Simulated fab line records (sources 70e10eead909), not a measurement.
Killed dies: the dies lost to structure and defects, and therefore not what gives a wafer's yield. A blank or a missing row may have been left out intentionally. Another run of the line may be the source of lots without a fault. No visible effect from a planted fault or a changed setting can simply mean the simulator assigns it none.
fab line records ; flow nandHarc
[record] lots = 6; wafers = 18; lastDay = 23
route steps=1159 shown A_CONTACT@935 A_BLC@964 END@1159
lots that met no fault: taken from a fault-free run of the same line
startH: start of the lot's first displayed wafer, in hours after the record's first day ; waitH: how many hours have passed since the lot's step before this one ; " identical to the entry in the row above ; L1.1+2: several wafers, shown together as one row ; - value missing, or start not given ; * or withheld: withheld ; < > ~ a bound
route shown NAME@n: NAME is a module with steps in the file, n the number in the route of the first one ; usual: the fault-free wafers' mean and standard deviation ; same: alike in all rows ; chamber/n: place in a boat ; sites: the reading at each site ; _std_site: the values' standard deviation ; _edge_site: the outer-site mean with the inner-site mean subtracted ; radiusMm: how far each site lies from the wafer's centre ; mask NAME#n: copy n ; behind: the most recent tool/chamber to have shaped the wafer ; hold: what put the lot on hold/how long, in hours/how the hold closed ; device: names the non-switching transistor (n, p or np) ; end of line: the route-end tests of the same wafers ; where a step has no rows: the recipe by itself ; killed: dies lost to structure and defects at the first sort, not the wafer's yield ; map: the dies of a wafer, with x for killed, . for not killed, _ for no die there
set.NAME: the setting as run; set.NAME@STEP: as run at that earlier step ; model.NAME: the simulator's own value behind a step, which no gauge read
lots at selected steps of the route; one table per step, one row per wafer
services: when a tool's chamber went out of use (startH, in hours from the record's first day, below 0 if earlier), for how many hours, and the reason
[[steps]]
[step NHARC_A_CONTACT_CD_MEAS_08]
[recipe] targetCdNm = 100; landingEnergyEv = 500
[usual] cdNm = 99.9/0.35
lot.wafer;tool;chamber;startH;waitH;cdNm
L778.2;cdSem-02;0;379.84;-;99.8
L778.3;cdSem-02;0;379.84;-;99.2
L778.6;cdSem-02;0;379.84;-;99.2
L780.3;cdSem-01;0;388.65;-;100.4
L780.4;cdSem-01;0;388.65;-;100.0
L780.5;cdSem-01;0;388.65;-;99.7
L784.4;cdSem-01;0;405.74;-;99.4
L784.5;cdSem-01;0;405.74;-;99.5
L784.6;cdSem-01;0;405.74;-;99.7
L792.1;cdSem-01;0;472.87;-;100.7
L792.2;cdSem-01;0;472.87;-;99.9
L792.6;cdSem-01;0;472.87;-;99.4
L794.2;cdSem-03;0;476.72;-;100.0
L794.4;cdSem-03;0;476.72;-;99.7
L794.5;cdSem-03;0;476.72;-;99.9
L797.1;cdSem-02;0;490.34;-;99.7
L797.5;cdSem-02;0;490.34;-;100.6
L797.6;cdSem-02;0;490.34;-;99.8
[step NHARC_A_CONTACT_OVL_MEAS_09]
[usual] overlayXNm = 0.0/0.67; overlayYNm = -0.1/0.66
lot.wafer;tool;chamber;startH;waitH;overlayXNm;overlayYNm
L778.2;overlay-02;-;379.93;-;0.2;0.8
L778.3;overlay-02;-;379.93;-;-0.1;0.4
L778.6;overlay-02;-;379.93;-;0.9;0.6
L780.3;overlay-02;-;388.74;-;0.1;0.1
L780.4;overlay-02;-;388.74;-;0.3;-0.1
L780.5;overlay-02;-;388.74;-;0.5;0.4
L784.4;overlay-01;-;405.82;-;0.6;0.5
L784.5;overlay-01;-;405.82;-;0.6;0.4
L784.6;overlay-01;-;405.82;-;0.9;-0.3
L792.1;overlay-02;-;472.95;-;-0.5;-0.1
L792.2;overlay-02;-;472.95;-;-0.3;0.1
L792.6;overlay-02;-;472.95;-;-0.4;0.1
L794.2;overlay-01;-;476.81;-;-0.3;0.4
L794.4;overlay-01;-;476.81;-;0.2;0.5
L794.5;overlay-01;-;476.81;-;-0.6;0.7
L797.1;overlay-02;-;490.43;-;0.5;1.2
L797.5;overlay-02;-;490.43;-;0.5;1.1
L797.6;overlay-02;-;490.43;-;0.2;0.5
[step NHARC_A_CONTACT_INSPECT_10]
[usual] rawDefectCount = 28/14
lot.wafer;tool;chamber;startH;waitH;rawDefectCount
L778.2;defectInspect-02;-;379.97;0.0;17
L778.3;defectInspect-02;-;379.97;0.0;16
L778.6;defectInspect-02;-;379.97;0.0;12
L780.3;defectInspect-01;-;388.77;0.0;17
L780.4;defectInspect-01;-;388.77;0.0;12
L780.5;defectInspect-01;-;388.77;0.0;20
L784.4;defectInspect-01;-;405.86;0.0;7
L784.5;defectInspect-01;-;405.86;0.0;12
L784.6;defectInspect-01;-;405.86;0.0;8
L792.1;defectInspect-02;-;472.99;0.0;39
L792.2;defectInspect-02;-;472.99;0.0;40
L792.6;defectInspect-02;-;472.99;0.0;30
L794.2;defectInspect-01;-;476.86;0.1;31
L794.4;defectInspect-01;-;476.86;0.1;36
L794.5;defectInspect-01;-;476.86;0.1;23
L797.1;defectInspect-02;-;490.47;0.0;52
L797.5;defectInspect-02;-;490.47;0.0;60
L797.6;defectInspect-02;-;490.47;0.0;49
[step NHARC_A_CONTACT_DESCUM_13]
[recipe] timeS = 3; o2FlowSccm = 200; arFlowSccm = 0; biasPowerW = 0; chemistry = O2
[step NHARC_A_CONTACT_ETCH_88]
[recipe] targetDepthA = 390; overEtchFrac = 0.3; timeS = 65; ionEnergyEv = 80; cf4FlowSccm = 150; arFlowSccm = 0; rfW = 300; biasW = 100; chemistry = CF4
[step NHARC_A_CONTACT_ETCH_89]
[recipe] targetDepthA = 2600; overEtchFrac = 0.3; timeS = 475.3; ionEnergyEv = 200; n2FlowSccm = 150; h2FlowSccm = 150; arFlowSccm = 0; rfW = 400; biasW = 150; chemistry = N2/H2
[step NHARC_A_CONTACT_ETCH_30]
[recipe] targetDepthA = 605; timeS = 30.2; cf4FlowSccm = 100; chf3FlowSccm = 30; arFlowSccm = 0; rfW = 500; biasW = 200; chemistry = CF4/CHF3
[usual] biasW = 199.9/0.58; drypumpMotorCurrentA = 5.3/0.48; oesProductAu = 0.931/0.016; rfVppV = 370.8/2.2; showerheadPlenumPTorr = 1.58/0.061; throttleValvePct = 16.802/0.0095
lot.wafer;tool;chamber;startH;waitH;biasW;drypumpMotorCurrentA;oesProductAu;rfHoursCounterH;rfVppV;showerheadPlenumPTorr;throttleValvePct
L778.2;rieDiel-08;2;-;-;199.6;5.2;0.952;29;372.0;1.67;16.808
L778.3;rieDiel-08;3;-;-;200.5;5.5;0.935;29;368.2;1.46;16.801
L778.6;rieDiel-08;2;-;-;200.0;5.2;0.952;-;372.8;1.67;16.802
L780.3;rieDiel-07;1;-;-;200.0;5.0;0.914;31;372.5;1.64;16.785
L780.4;rieDiel-07;2;-;-;200.1;5.0;0.927;31;373.2;1.61;16.789
L780.5;rieDiel-07;0;-;-;199.7;5.3;0.915;-;372.8;1.62;16.810
L784.4;rieDiel-04;0;-;-;200.8;5.9;0.932;44;372.5;1.60;16.815
L784.6;rieDiel-04;0;-;-;200.4;5.9;0.922;-;370.8;1.60;16.798
L784.5;rieDiel-04;1;-;-;199.9;5.0;0.928;-;370.2;1.55;16.804
L792.2;rieDiel-07;3;-;-;198.8;5.1;0.935;13;369.9;1.52;16.823
L792.1;rieDiel-07;0;-;-;200.4;5.3;0.918;14;373.6;1.61;16.800
L792.6;rieDiel-07;3;-;-;199.5;5.1;0.939;-;369.8;1.52;16.794
L794.2;rieDiel-08;0;-;-;200.6;5.9;0.924;56;366.0;1.46;16.804
L794.4;rieDiel-08;1;-;-;200.7;6.4;0.953;65;367.9;1.51;16.804
L794.5;rieDiel-08;1;-;-;200.3;6.4;0.961;-;368.4;1.51;16.802
L797.1;rieDiel-08;2;-;-;200.6;5.2;0.977;1;373.6;1.66;16.814
L797.6;rieDiel-08;0;-;-;200.3;5.9;0.962;-;374.8;1.70;16.809
L797.5;rieDiel-08;1;-;-;200.7;6.4;0.979;-;367.7;1.51;16.790
[step NHARC_A_CONTACT_ETCH_31]
[recipe] targetDepthA = 20000; overEtchFrac = 0.3; timeS = 520; ionEnergyEv = 150; o2FlowSccm = 400; cosFlowSccm = 20; arFlowSccm = 0; rfW = 500; biasW = 300; chemistry = O2/COS
[step NHARC_A_CONTACT_ETCH_134]
[recipe] sourceW = withheld; pressureMtorr = 20; biasV = withheld; timeS = 140; targetDepthA = 7000; arFlowSccm = withheld; c4f8FlowSccm = withheld; o2FlowSccm = withheld; chemistry = C4F8/O2/Ar
[step NHARC_A_CONTACT_ETCH_135]
[recipe] sourceW = withheld; pressureMtorr = 20; biasV = 3000; timeS = 132; targetDepthA = 12870; arFlowSccm = withheld; c4f8FlowSccm = withheld; o2FlowSccm = withheld; chemistry = C4F8/O2/Ar
[step NHARC_A_CONTACT_ETCH_136]
[recipe] sourceW = withheld; pressureMtorr = 20; biasV = 3000; timeS = 132; targetDepthA = 12870; arFlowSccm = withheld; c4f8FlowSccm = withheld; o2FlowSccm = withheld; chemistry = C4F8/O2/Ar
lot.wafer;tool;chamber;startH;waitH;rfHoursCounterH
L778.2;harCapEtch-02;0;382.10;0.1;11
L778.3;harCapEtch-02;1;382.10;0.1;-
L778.6;harCapEtch-02;0;382.10;0.1;-
L780.3;harCapEtch-03;1;391.20;0.1;-
L780.4;harCapEtch-03;0;391.20;0.1;-
L780.5;harCapEtch-03;0;391.20;0.1;-
L784.4;harCapEtch-01;0;407.61;0.2;-
L784.6;harCapEtch-01;1;407.61;0.2;-
L784.5;harCapEtch-01;0;407.61;0.2;-
L792.1;harCapEtch-03;0;474.37;0.1;96
L792.2;harCapEtch-03;1;474.37;0.1;96
L792.6;harCapEtch-03;0;474.37;0.1;-
L794.2;harCapEtch-03;1;478.40;0.1;97
L794.4;harCapEtch-03;0;478.40;0.1;-
L794.5;harCapEtch-03;0;478.40;0.1;-
L797.1;harCapEtch-02;0;491.84;0.1;31
L797.6;harCapEtch-02;0;491.84;0.1;-
L797.5;harCapEtch-02;1;491.84;0.1;-
[step NHARC_A_CONTACT_ETCH_137]
[recipe] sourceW = withheld; pressureMtorr = 20; biasV = 3000; timeS = 132; targetDepthA = 12870; arFlowSccm = withheld; c4f8FlowSccm = withheld; o2FlowSccm = withheld; chemistry = C4F8/O2/Ar
[step NHARC_A_CONTACT_ETCH_138]
[recipe] sourceW = withheld; pressureMtorr = 20; biasV = 3000; timeS = 132; targetDepthA = 12890; arFlowSccm = withheld; c4f8FlowSccm = withheld; o2FlowSccm = withheld; chemistry = C4F8/O2/Ar
lot.wafer;tool;chamber;startH;waitH;rfHoursCounterH
L778.2;harCapEtch-02;0;382.34;0.1;11
L778.3;harCapEtch-02;1;382.34;0.1;-
L778.6;harCapEtch-02;0;382.34;0.1;-
L780.3;harCapEtch-03;1;391.45;0.1;-
L780.4;harCapEtch-03;0;391.45;0.1;-
L780.5;harCapEtch-03;0;391.45;0.1;-
L784.4;harCapEtch-01;0;407.96;0.1;-
L784.6;harCapEtch-01;1;407.96;0.1;-
L784.5;harCapEtch-01;0;407.96;0.1;-
L792.1;harCapEtch-03;0;474.61;0.1;97
L792.2;harCapEtch-03;1;474.61;0.1;97
L792.6;harCapEtch-03;0;474.61;0.1;-
L794.2;harCapEtch-03;1;478.64;0.1;97
L794.4;harCapEtch-03;0;478.64;0.1;-
L794.5;harCapEtch-03;0;478.64;0.1;-
L797.1;harCapEtch-02;0;492.08;0.1;32
L797.6;harCapEtch-02;0;492.08;0.1;-
L797.5;harCapEtch-02;1;492.08;0.1;-
[step NHARC_A_CONTACT_ETCH_139]
[recipe] sourceW = withheld; pressureMtorr = 20; biasV = 400; timeS = 137; targetDepthA = 5900; arFlowSccm = withheld; c4f8FlowSccm = 11.5; o2FlowSccm = 7.2; chemistry = C4F8/O2/Ar
[step NHARC_A_CONTACT_ETCH_92]
[recipe] targetDepthA = 400; overEtchFrac = 0.5; timeS = 85.7; ionEnergyEv = 120; ch3fFlowSccm = 50; o2FlowSccm = 30; arFlowSccm = 200; rfW = 500; biasW = 100; chemistry = CH3F/O2
[usual] biasW = 99.96/0.3; drypumpMotorCurrentA = 5.4/0.53; oesProductAu = 0.934/0.025; rfVppV = 244.3/1.8; showerheadPlenumPTorr = 2.45/0.11; throttleValvePct = 20.665/0.0084
lot.wafer;tool;chamber;startH;waitH;biasW;drypumpMotorCurrentA;oesProductAu;rfHoursCounterH;rfVppV;showerheadPlenumPTorr;throttleValvePct
L778.3;rieDiel-08;1;382.88;0.3;100.35;6.3;0.917;25;243.0;2.37;20.663
L778.2;rieDiel-08;2;382.88;0.3;99.82;5.2;0.926;30;246.8;2.62;20.646
L778.6;rieDiel-08;0;382.88;0.3;99.91;5.9;0.914;-;240.5;2.29;20.681
L780.3;rieDiel-07;3;392.01;0.4;99.46;5.1;0.923;29;243.3;2.38;20.666
L780.4;rieDiel-07;2;392.01;0.4;100.01;5.0;0.931;31;244.7;2.52;20.652
L780.5;rieDiel-07;3;392.01;0.4;100.52;5.1;0.929;-;242.9;2.38;20.649
L784.4;rieDiel-08;2;408.54;0.3;99.84;5.2;0.915;40;246.9;2.62;20.677
L784.5;rieDiel-08;1;408.54;0.3;99.61;6.4;0.925;-;243.3;2.37;20.672
L784.6;rieDiel-08;2;408.54;0.3;99.83;5.2;0.924;-;245.5;2.62;20.663
L792.1;rieDiel-04;3;475.14;0.4;99.92;6.7;0.988;0;243.5;2.33;20.671
L792.2;rieDiel-04;0;475.14;0.4;99.84;5.9;0.990;0;244.6;2.49;20.672
L792.6;rieDiel-04;0;475.14;0.4;99.82;6.0;0.991;-;245.5;2.49;20.670
L794.2;rieDiel-07;2;479.16;0.3;99.72;5.0;0.921;15;245.9;2.51;20.673
L794.4;rieDiel-07;3;479.16;0.3;100.10;5.1;0.926;14;242.2;2.37;20.659
L794.5;rieDiel-07;1;479.16;0.3;100.28;5.0;0.925;-;247.3;2.56;20.659
L797.1;rieDiel-04;3;492.62;0.4;100.06;6.7;0.997;5;242.1;2.33;20.664
L797.5;rieDiel-04;2;492.62;0.4;100.02;5.4;1.012;-;244.6;2.41;20.676
L797.6;rieDiel-04;3;492.62;0.4;99.80;6.7;0.999;-;244.1;2.33;20.661
[step NHARC_A_CONTACT_ETCH_98]
[recipe] targetDepthA = 200; overEtchFrac = 0.5; timeS = 10; ionEnergyEv = 250; c4f6FlowSccm = 25; o2FlowSccm = 20; arFlowSccm = 500; rfW = 600; biasW = 500; chemistry = C4F6/O2
[step NHARC_A_CONTACT_CD_MEAS_15]
[usual] cdNm = 89.8/0.56
lot.wafer;tool;chamber;startH;waitH;cdNm
L778.2;cdSem-01;-;383.07;-;91.0
L778.3;cdSem-01;-;383.07;-;90.3
L778.6;cdSem-01;-;383.07;-;90.1
L780.3;cdSem-02;-;392.34;-;89.7
L780.4;cdSem-02;-;392.34;-;89.3
L780.5;cdSem-02;-;392.34;-;89.5
L784.4;cdSem-03;-;408.75;-;90.0
L784.5;cdSem-03;-;408.75;-;89.7
L784.6;cdSem-03;-;408.75;-;90.4
L792.1;cdSem-03;-;475.44;-;89.4
L792.2;cdSem-03;-;475.44;-;90.0
L792.6;cdSem-03;-;475.44;-;89.8
L794.2;cdSem-02;-;479.36;-;90.4
L794.4;cdSem-02;-;479.36;-;90.6
L794.5;cdSem-02;-;479.36;-;90.9
L797.1;cdSem-02;-;492.82;-;90.1
L797.5;cdSem-02;-;492.82;-;90.4
L797.6;cdSem-02;-;492.82;-;90.3
[step NHARC_A_CONTACT_STRIP_107]
[recipe] n2FlowSccm = 150; h2FlowSccm = 150; arFlowSccm = 0; biasW = 0; chemistry = N2/H2
[step NHARC_A_CONTACT_STRIP_108]
[recipe] cf4FlowSccm = 100; chf3FlowSccm = 30; arFlowSccm = 0; biasW = 0; chemistry = CF4/CHF3
[step NHARC_A_CONTACT_STRIP_109]
[recipe] o2FlowSccm = 400; cosFlowSccm = 20; arFlowSccm = 0; biasW = 0; chemistry = O2/COS
[step NHARC_A_CONTACT_ETCH_110]
[recipe] targetDepthA = 500; overetchA = 50; timeS = 27.5; ionEnergyEv = 100; cf4FlowSccm = 80; o2FlowSccm = 20; arFlowSccm = 0; rfW = 300; biasW = 100; chemistry = CF4/O2
[usual] biasW = 100.03/0.25; drypumpMotorCurrentA = 5.4/0.54; oes_o_777_au = 1.001/0.0043; oesProductAu = 0.999/0.0072; rfVppV = 197.7/1.6; showerheadPlenumPTorr = 1.33/0.057; throttleValvePct = 13.396/0.0086
lot.wafer;tool;chamber;startH;waitH;biasW;drypumpMotorCurrentA;oes_o_777_au;oesProductAu;rfHoursCounterH;rfVppV;showerheadPlenumPTorr;throttleValvePct
L778.2;rieDiel-07;1;383.49;0.1;100.35;5.0;1.003;0.996;28;198.4;1.39;13.394
L778.3;rieDiel-07;3;383.49;0.1;100.43;5.1;1.000;0.994;27;199.5;1.29;13.406
L778.6;rieDiel-07;2;383.49;0.1;99.87;5.0;1.007;0.996;-;200.8;1.37;13.400
L780.3;rieDiel-07;2;392.64;0.1;99.67;5.0;1.001;0.987;32;201.4;1.37;13.398
L780.4;rieDiel-07;0;392.64;0.1;99.93;5.3;0.996;0.995;31;197.9;1.37;13.390
L780.5;rieDiel-07;2;392.64;0.1;99.82;5.0;0.995;1.000;-;197.2;1.37;13.397
L784.4;rieDiel-08;3;409.05;0.1;99.83;5.5;1.007;1.004;39;196.0;1.23;13.398
L784.6;rieDiel-08;1;409.05;0.1;100.18;6.4;1.006;1.009;-;196.2;1.28;13.397
L784.5;rieDiel-08;2;409.05;0.1;100.18;5.2;0.999;1.012;-;198.7;1.42;13.387
L792.1;rieDiel-07;2;475.73;0.1;99.77;4.9;1.003;1.008;14;198.5;1.36;13.410
L792.2;rieDiel-07;3;475.73;0.1;100.32;5.1;1.002;0.999;14;197.3;1.29;13.382
L792.6;rieDiel-07;1;475.73;0.1;100.24;5.0;1.002;1.000;-;199.9;1.39;13.383
L794.2;rieDiel-07;0;479.65;0.1;99.77;5.3;1.005;0.998;15;197.8;1.37;13.396
L794.4;rieDiel-07;2;479.65;0.1;99.84;5.0;1.000;1.003;15;199.2;1.36;13.399
L794.5;rieDiel-07;1;479.65;0.1;99.97;5.0;0.998;0.992;-;198.1;1.39;13.396
L797.1;rieDiel-07;0;493.12;0.1;99.89;5.3;1.000;0.996;16;198.6;1.37;13.403
L797.5;rieDiel-07;3;493.12;0.1;100.15;5.1;0.994;0.997;-;195.4;1.29;13.409
L797.6;rieDiel-07;0;493.12;0.1;99.93;5.3;1.007;1.002;-;199.3;1.37;13.407
[step NHARC_A_CONTACT_STRIP_26]
[recipe] o2FlowSccm = 500; arFlowSccm = 0; biasW = 0; chemistry = O2
[step NHARC_A_CONTACT_STRIP_27]
[recipe] timeS = 600; tempC = 30; chemistry = postEtchResidueRemover
[step NHARC_A_CONTACT_ALD_18]
[recipe] targetThkA = 30; pulseTimeS = 1; aldCycles = 150; tempC = 450; material = TiN
[step NHARC_A_CONTACT_CVD_19]
[recipe] targetThkA = 3000; tempC = 300; pressureTorr = 40; wf6FlowSccm = 40; h2FlowSccm = 1600; arFlowSccm = 1560; timeS = 802; material = W
[usual] heaterPowerW = 479/26; mfcH2Sccm = 1600/4.6; throttleValvePct = 7.96/0.19
lot.wafer;tool;chamber;startH;waitH;heaterPowerW;mfcH2Sccm;throttleValvePct
L778.2;cvdW-01;1;-;-;510;1603;8.05
L778.3;cvdW-01;0;-;-;486;1604;7.63
L778.6;cvdW-01;0;-;-;496;1602;7.83
L780.3;cvdW-01;0;-;-;481;1608;8.00
L780.4;cvdW-01;1;-;-;529;1602;8.00
L780.5;cvdW-01;0;-;-;484;1609;7.97
L784.4;cvdW-02;0;-;-;486;1606;8.08
L784.6;cvdW-02;1;-;-;439;1603;8.00
L784.5;cvdW-02;0;-;-;480;1601;8.25
L792.1;cvdW-02;1;-;-;426;1599;7.94
L792.2;cvdW-02;1;-;-;446;1606;8.18
L792.6;cvdW-02;1;-;-;443;1602;8.24
L794.2;cvdW-01;0;-;-;488;1589;7.52
L794.4;cvdW-01;0;-;-;492;1599;7.65
L794.5;cvdW-01;0;-;-;490;1600;7.71
L797.1;cvdW-01;1;-;-;495;1595;8.02
L797.6;cvdW-01;0;-;-;495;1599;7.58
L797.5;cvdW-01;1;-;-;516;1601;7.66
[step NHARC_A_CONTACT_CMP_20]
[recipe] tOverpolishS = 30; targetThkNm = 300
[step NHARC_A_CONTACT_SRD_22]
[step NHARC_A_BLC_DEHYDRATE_00]
[recipe] tempC = 150; timeS = 120
[step NHARC_A_BLC_HMDS_01]
[recipe] timeS = 30
[step NHARC_A_BLC_COAT_02]
[recipe] tempC = 260; timeS = 75
[step NHARC_A_BLC_COAT_03]
[recipe] tempC = 225; timeS = 65
[step NHARC_A_BLC_COAT_04]
[recipe] spinRpm = 1500; resistThkNm = 90
[step NHARC_A_BLC_SOFTBAKE_05]
[recipe] tempC = 105; timeS = 55
[step NHARC_A_BLC_EBR_06]
[step NHARC_A_BLC_EXPOSE_07]
[recipe] na = 1.35; targetCdNm = 100; doseMj = 67.97; maskId = A_BLC
[step NHARC_A_BLC_PEB_08]
[recipe] pebTempC = 100; pebTimeS = 65
[step NHARC_A_BLC_DEVELOP_09]
[recipe] developTimeS = 35; devTempC = 23
[step NHARC_A_BLC_CD_MEAS_10]
[recipe] targetCdNm = 100; landingEnergyEv = 500
[usual] cdNm = 100.2/0.57
lot.wafer;tool;chamber;startH;waitH;cdNm
L778.2;cdSem-02;0;387.45;-;100.7
L778.3;cdSem-02;0;387.45;-;99.7
L778.6;cdSem-02;0;387.45;-;100.5
L780.3;cdSem-03;0;396.73;-;100.6
L780.4;cdSem-03;0;396.73;-;101.2
L780.5;cdSem-03;0;396.73;-;101.4
L784.4;cdSem-01;0;418.15;-;100.0
L784.5;cdSem-01;0;418.15;-;99.9
L784.6;cdSem-01;0;418.15;-;100.7
L792.1;cdSem-01;0;483.87;-;100.3
L792.2;cdSem-01;0;483.87;-;100.1
L792.6;cdSem-01;0;483.87;-;100.5
L794.2;cdSem-01;0;495.68;-;99.6
L794.4;cdSem-01;0;495.68;-;99.9
L794.5;cdSem-01;0;495.68;-;99.9
L797.1;cdSem-02;0;503.02;-;101.6
L797.5;cdSem-02;0;503.02;-;100.9
L797.6;cdSem-02;0;503.02;-;100.6
[step NHARC_A_BLC_OVL_MEAS_11]
[usual] overlayXNm = -0.1/0.88; overlayYNm = 0.1/0.88
lot.wafer;tool;chamber;startH;waitH;overlayXNm;overlayYNm
L778.2;overlay-01;-;387.53;-;0.1;-1.3
L778.3;overlay-01;-;387.53;-;0.1;-1.6
L778.6;overlay-01;-;387.53;-;-0.2;-1.3
L780.3;overlay-02;-;396.81;-;-1.2;-0.5
L780.4;overlay-02;-;396.81;-;-1.3;-1.7
L780.5;overlay-02;-;396.81;-;-0.8;-1.3
L784.4;overlay-02;-;418.23;-;0.5;-0.3
L784.5;overlay-02;-;418.23;-;0.0;0.5
L784.6;overlay-02;-;418.23;-;0.9;0.3
L792.1;overlay-01;-;483.96;-;0.9;0.5
L792.2;overlay-01;-;483.96;-;1.0;0.1
L792.6;overlay-01;-;483.96;-;0.6;-0.3
L794.2;overlay-02;-;495.76;-;0.5;0.9
L794.4;overlay-02;-;495.76;-;0.7;1.0
L794.5;overlay-02;-;495.76;-;0.7;0.9
L797.1;overlay-01;-;503.11;-;0.5;-0.2
L797.5;overlay-01;-;503.11;-;0.7;-0.7
L797.6;overlay-01;-;503.11;-;0.5;0.1
[step NHARC_END_SORT_01]
[recipe] tempC = 25
[usual] killedAtArray = 27/11; killedAtOther = 0.7/0.93; killedAtPeriphery = 2.9/1.9; killedDies = 30/11; killedOpen = 3.1/1.7; killedShort = 1.9/1.3
[same] grossDies = 677
lot.wafer;tool;chamber;startH;waitH;killedAtArray;killedAtOther;killedAtPeriphery;killedDies;killedOpen;killedShort
L792.1;prober-01;0;534.43;2.4;27;1;5;33;3;2
L792.2;prober-01;0;535.22;2.7;66;3;2;71;5;2
L794.2;prober-01;0;550.39;2.8;80;0;2;82;5;3
// killed by level:class
L792.1 A_CHANNEL_HOLE_D1:chamberFilmFlake=18 A_CONTACT:chamberFilmFlake=6 P_STI:chamberFilmFlake=2 P_M0:geometricParticle:open=1 P_M0:geometricParticle:short=1 P_M2:geometricParticle:open=1 A_CHANNEL_FILL_D1:geometricParticle:open=1 A_CONTACT:geometricParticle:short=1
L792.2 A_CONTACT:unspecified=49 A_CHANNEL_HOLE_D1:chamberFilmFlake=5 A_CONTACT:chamberFilmFlake=3 THIN_TSV:chamberFilmFlake=3 A_CHANNEL_FILL_D1:geometricParticle:open=2 P_STI:geometricParticle:short=1 P_CONTACT:geometricParticle:open=1 A_CHANNEL_HOLE_D1:geometricParticle:open=1
L794.2 A_CONTACT:unspecified=51 A_SLIT:chamberFilmFlake=14 A_CHANNEL_HOLE_D1:chamberFilmFlake=7 A_M1:chamberFilmFlake=2 P_CONTACT:geometricParticle:open=1 P_M0:geometricParticle:short=1 A_ONON_D1:geometricParticle:short=1 A_CHANNEL_HOLE_D1:geometricParticle:open=1
// map L792.2 (x killed, . not)
____________.____________
_________......._________
_______..........._______
______.............______
_____..............._____
____.................____
____.................____
___...................___
___...................___
__.....................__
__.....................__
_....................x.._
_xxx...................._
_xxx....x..............._
_xxx.............x......_
_xxxx...........x......._
xxxxx....................
xxxxxx...................
xxxxxx.......x...........
xxxxx.x..................
xxxx............x.x....x.
_xxx...................._
_xxx.x.................._
_xxx.........x.........._
_xx..........x.........._
_xx........x............_
__.........x...........__
__.x...................__
___..............x....___
___...................___
____.................____
____...x.x...........____
_____..............._____
______.............______
_______..........._______
_________.x....._________
____________.____________
// map L794.2 (x killed, . not)
____________.____________
_________xxx.x.._________
_______x...xxx...._______
______...x.x.......______
_____....xxx.x......_____
____.................____
____.................____
___.........x.........___
___...............x...___
__.....................__
__.....................__
_........x.............._
_xx.......x............._
_xx.x..................._
_xxxxx....x............._
_xxxx....x.............._
xxxxxx...................
xxxxx.....xx.............
xxxxxx.....x.............
xxxx.x..................x
xxxxx....................
_xxx...................._
_xxx...................._
_xx......x......x......._
_xxx.................x.._
_......................._
__.....................__
__.............x.......__
___...................___
___...................___
____.................____
____.................____
_____..............._____
______x..x.........______
_______..........._______
_________......._________
____________.____________
[[services]]
tool;chamber;startH;hours;kind
rieDiel-07;0;359.78;-;clean
rieDiel-07;1;359.78;-;clean
rieDiel-07;2;359.78;-;clean
rieDiel-07;3;359.78;-;clean
cvdW-02;-;382.69;13.0;pm
rieDiel-07;0;384.28;-;clean
rieDiel-07;1;384.28;-;clean
rieDiel-07;2;384.28;-;clean
rieDiel-07;3;384.28;-;clean
rieDiel-07;-;405.27;9.0;pm
rieDiel-07;0;405.27;9.0;ventCycle
rieDiel-07;1;405.27;9.0;ventCycle
rieDiel-07;2;405.27;9.0;ventCycle
rieDiel-07;3;405.27;9.0;ventCycle
harCapEtch-01;-;416.83;0.6;repair
rieDiel-04;2;418.50;1.2;repair
rieDiel-08;0;433.33;29.2;repair
rieDiel-04;-;466.02;9.0;pm
cvdW-01;1;472.73;8.5;repair
rieDiel-08;-;479.11;9.0;pm
cvdW-01;-;480.46;13.0;pm
cvdW-02;0;480.54;4.4;repair
rieDiel-04;-;490.87;0.7;repair
harCapEtch-03;-;492.53;0.7;repair
[[key]]
[firstSign] step = NHARC_END_SORT_01; reading = killedAtArray; direction = up; sigmas = 4.3; usual = 27; struck = 73
[effect] step = NHARC_END_SORT_01; reading = killedDies; direction = up; sigmas = 4.1; usual = 30; struck = 76
[moreKillsBornAt] NHARC_A_CONTACT_ETCH_138@harCapEtch-03 = 98
metAt NHARC_A_CONTACT_ETCH_138
struckWafers L792.2,L794.2
testerLeftOut L792,L794
onsetBetween 391.45 474.61
[fault] kind = chamberParticleSource; tool = harCapEtch-03; chamber = 1; onsetH = 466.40; steps = NHARC_A_CONTACT_ETCH_138; ratePerVisitCm2 = 1.5436; endH = 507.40
// testerLeftOut: of these lots the tester's yield and bins aren't shown, on N5 and GAA mostly nor the transistor test; their killed dies are dies lost to structure and defects alone, not to doping, threshold or leakage, so they don't give the yield
